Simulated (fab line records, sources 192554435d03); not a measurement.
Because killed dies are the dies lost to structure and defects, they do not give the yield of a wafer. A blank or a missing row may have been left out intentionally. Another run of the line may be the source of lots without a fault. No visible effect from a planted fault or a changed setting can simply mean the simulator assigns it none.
A struck lot beside a sound one | flow n5Finfet | 42 steps out of a route of 1938
Sound: the wafers L917.1, L917.4, L917.6. Struck: wafers L911.5, L911.6. (L911.4 of the same lot was not struck and is left out.) The cause comes at the end.
Per side, at each step with rows, come the tool, then ch with its chambers, and then its first start. Under that, the readings that differ: sound wafers | struck wafers | difference of the means | sigmas: that difference in standard deviations of wafers without a fault.
alike: readings with means less than 2 such deviations apart, plus words and numbers identical on both sides. not compared: withheld readings, readings lacking a value on some wafer, bounds such as >300 that could conceal the same value, and numbers that have no deviation in the record and whose values overlap.
Wherever a step has rows on one side only, a row that says differs or no value, or a row with sigmas, the two part there. Numbers that don't overlap but have no deviation are shown without sigmas and don't part them. A reading missing from all wafers of one side parts the sides only when that side holds two or more wafers.

first, 10 steps without rows for these wafers: N5_HKMG_FIN_CMP_23 (polishes, stops on SiNx, t overpolish 10 s, target thk 46.326 nm); N5_HKMG_FIN_CMP_94 (polishes, stops on SiNx, t overpolish 4.7 s, target thk 43.299 nm); N5_GATE_CUT_ETCHBACK_00 (etches W in SF6/Cl2); N5_GATE_CUT_ETCH_56 (etches TiN in Cl2/Ar, target depth 21.6 nm); N5_GATE_CUT_ETCHBACK_30 (etches TiN in Cl2/Ar, target depth 3 nm); N5_GATE_CUT_VAPOR_ETCH_60 (etches HfO2 in BCl3/Cl2); N5_GATE_CUT_ETCH_58 (etches SiNx in CH3F/O2, target depth 17 nm, time 128.6 s); N5_GATE_CUT_STRIP_59 (strips in N2/H2, time 20 s); N5_GATE_CUT_PRECLEAN_31 (cleans in DIW, time 300 s); N5_GATE_CUT_SRD_32 (time 30 s).
N5_GATE_CUT_SAC_CAP_01: material SiNx, target thk 24 nm, pulse time 1 s, ald cycles 480.
  sound on aldSin-03 ch 0,2, day 9 20:34; struck on aldSin-04 ch 0,1, day 8 08:58
reading                                      | sound        | struck    | difference | sigmas
aldCycles                                    | 480 480 480  | 850 850   | +370       | 
model.SiNx_of_GATE_CUT_SAC_CAP_01.thkNm (nm) | 24.2 24 24.2 | 42.4 42.4 | +18.3      | 
  alike: heaterPowerW, precursorPulseHeightRel
then, 21 steps without rows for these wafers: N5_GATE_CUT_PECVD_57 (deposits SiNx from SiH4/NH3/N2, target thk 21 nm); N5_GATE_CUT_CMP_02 (polishes, stops on SiO2, t overpolish 12.7 s, target thk 0 nm); N5_GATE_CUT_HM_DEP_46 (deposits SiO2 from TEOS/O2, target thk 130 nm, time 26.6 s); N5_GATE_CUT_COAT_34 (time 60 s, resist thk 60 nm); N5_GATE_CUT_COAT_35 (time 60 s, resist thk 10 nm); N5_GATE_CUT_COAT_27 (time 60 s, resist thk 10 nm); N5_GATE_CUT_COAT_07 (resist thk 30 nm); N5_GATE_CUT_EBR_09; N5_GATE_CUT_SOFTBAKE_08 (time 60 s); N5_GATE_CUT_EXPOSE_10 (exposes mask GATE CUT, target cd 20 nm); N5_GATE_CUT_PEB_11 (peb time 60 s); N5_GATE_CUT_DEVELOP_12 (develop time 30 s); N5_GATE_CUT_DESCUM_18 (chemistry O2, time 7 s); N5_GATE_CUT_ETCH_28 (etches underlayer in N2/H2, target depth 13 nm, time 10.4 s); N5_GATE_CUT_ETCH_36 (etches SiARC in CF4, target depth 13 nm, time 21.7 s); N5_GATE_CUT_ETCH_37 (etches SOC in N2/H2, target depth 60 nm, overetch 12 nm, time 90 s); N5_GATE_CUT_STRIP_38 (strips in N2/H2); N5_GATE_CUT_STRIP_39 (strips in N2/H2); N5_GATE_CUT_HM_OPEN_40 (chemistry C4F6/O2, target SiO2, target depth 139 nm, time 85.1 s); N5_GATE_CUT_STRIP_41 (strips in CF4); N5_GATE_CUT_STRIP_42 (strips in O2).
N5_GATE_CUT_ETCH_19: etches SiNx in CH3F/O2, target depth 53.7 nm, time 76.7 s.
  sound on rieDiel-02 ch 0,2, day 10 00:02; struck on rieDiel-02 ch 0,1, day 8 11:20
reading           | sound          | struck    | difference | sigmas
etchRfOnTimeS (s) | 81.9 75.4 75.8 | 72.3 73.8 | -4.7       | -3
  alike: drypumpMotorCurrentA, oesProductAu, rfVppV, showerheadPlenumPTorr, throttleValvePct
  not compared: rfHoursCounterH
then, 3 steps without rows for these wafers: N5_GATE_CUT_CUT_ETCH_53 (etches W in SF6/Cl2, target depth 79.2 nm); N5_GATE_CUT_CUT_ETCH_54 (etches TiN in Cl2/BCl3, target depth 96.7 nm); N5_GATE_CUT_CUT_ETCH_55 (etches HfO2 in BCl3, target depth 3.2 nm).
N5_MOL_CONTACT_COAG_CMP_28: polishes, stops on SiNx, t overpolish 0.85 s, target thk 14.522 nm.
  sound on cmp-01 ch 1,2,3, day 10 12:28; struck on cmp-04 ch 0,3, day 9 01:32
reading                                      | sound    | struck    | difference | sigmas
model.SiNx_of_GATE_CUT_SAC_CAP_01.thkNm (nm) | 18 18 18 | 31.8 31.8 | +13.8      | 
  alike: motorCurrentA, timeToEndpointS
N5_MOL_CONTACT_COAG_THK_MEAS_29:
  sound: filmMetro-01 at day 10 12:41; struck: filmMetro-01 at day 9 01:43
reading         | sound             | struck      | difference | sigmas
MD_CAP_THK (nm) | 18.03 17.95 18.00 | 31.71 31.67 | +13.70     | +99 or more
N5_MOL_CONTACT_COAG_ETCH_47: etches SiNx in CH3F/O2, stops on W, target depth 27 nm.
  sound on rieDiel-06 ch 1,3, day 10 14:25; struck on rieDiel-06 ch 2,3, day 9 03:46
reading                                    | sound             | struck      | difference | sigmas
etchRfOnTimeS (s)                          | 31.9 31.7 31.7    | 50.8 50.8   | +19.0      | +29
model.etch.tClearS (s)                     | 26.6 26.38 26.39  | 46.21 45.32 | +19.31     | 
model.MOL_CONTACT_COAG.featureDepthNm (nm) | 18.6 18.6 18.6    | 32.6 32.6   | +14.0      | 
model.etch.depthNm (nm)                    | 18.01 17.99 18.03 | 31.72 31.71 | +13.70     | 
  alike: drypumpMotorCurrentA, oesProductAu, rfVppV, showerheadPlenumPTorr, throttleValvePct
  not compared: rfHoursCounterH
N5_MOL_CONTACT_COAG_CMP_52: polishes, stops on SiO2, t overpolish 1.5 s, target thk 66.5 nm.
  sound on cmp-01 ch 0,2,3, day 10 18:23; struck on cmp-01 ch 2,3, day 9 06:02
  alike: motorCurrentA, overpolishRunS, timeToEndpointS
  not compared: model.SiO2_of_MOL_CONTACT_COAG_PECVD_31.thkNm
-- record jumps: 3 days separate the struck wafers' starts on either side; left off in module MOL_CONTACT_COAG, taken up again in module BEOL_M4, whose first shown step is the route's number 1111 --
N5_BEOL_M4_RC_MEAS_101:
  sound on prober-01 ch 0, day 13 21:15; struck on prober-02 ch 0, day 11 23:10
reading       | sound       | struck  | difference | sigmas
ION_N (uA/um) | 689 668 683 | 651 660 | -24        | -2
ION_P (uA/um) | 471 460 466 | 445 457 | -15        | -2
  alike: DIBL_N, DIBL_P, IOFF_N, IOFF_P, SS_N, SS_P, VT_N, VT_P
-- a jump in the record: the struck wafers' starts before and after are 5 days apart (it breaks off in module BEOL_M4 and resumes in module PASSIVATION, where the first step shown is number 1936 of the route) --
N5_PASSIVATION_PROBE_49:
  sound: prober-02 at day 18 11:35; struck: prober-02 at day 16 23:31
reading       | sound | struck | difference | sigmas
killedAtOther | 9 6 4 | 0 0    | -6         | -2
  alike: defectLimitedYield, killed_at_M0_to_M3, killed_at_M4_up, killedAtContacts, killedAtFrontEnd, killedDies, killedOnRim, killedOpen, killedShort, sort_bin_5_function, sort_bin_6_memory, sort_bin_8_speed, sortNPass, sortYieldPct

== WHERE THEY PART ==
Last at N5_PASSIVATION_PROBE_49 as far as this record goes, first at N5_GATE_CUT_ETCH_19.

WHY: the cause the simulator had injected
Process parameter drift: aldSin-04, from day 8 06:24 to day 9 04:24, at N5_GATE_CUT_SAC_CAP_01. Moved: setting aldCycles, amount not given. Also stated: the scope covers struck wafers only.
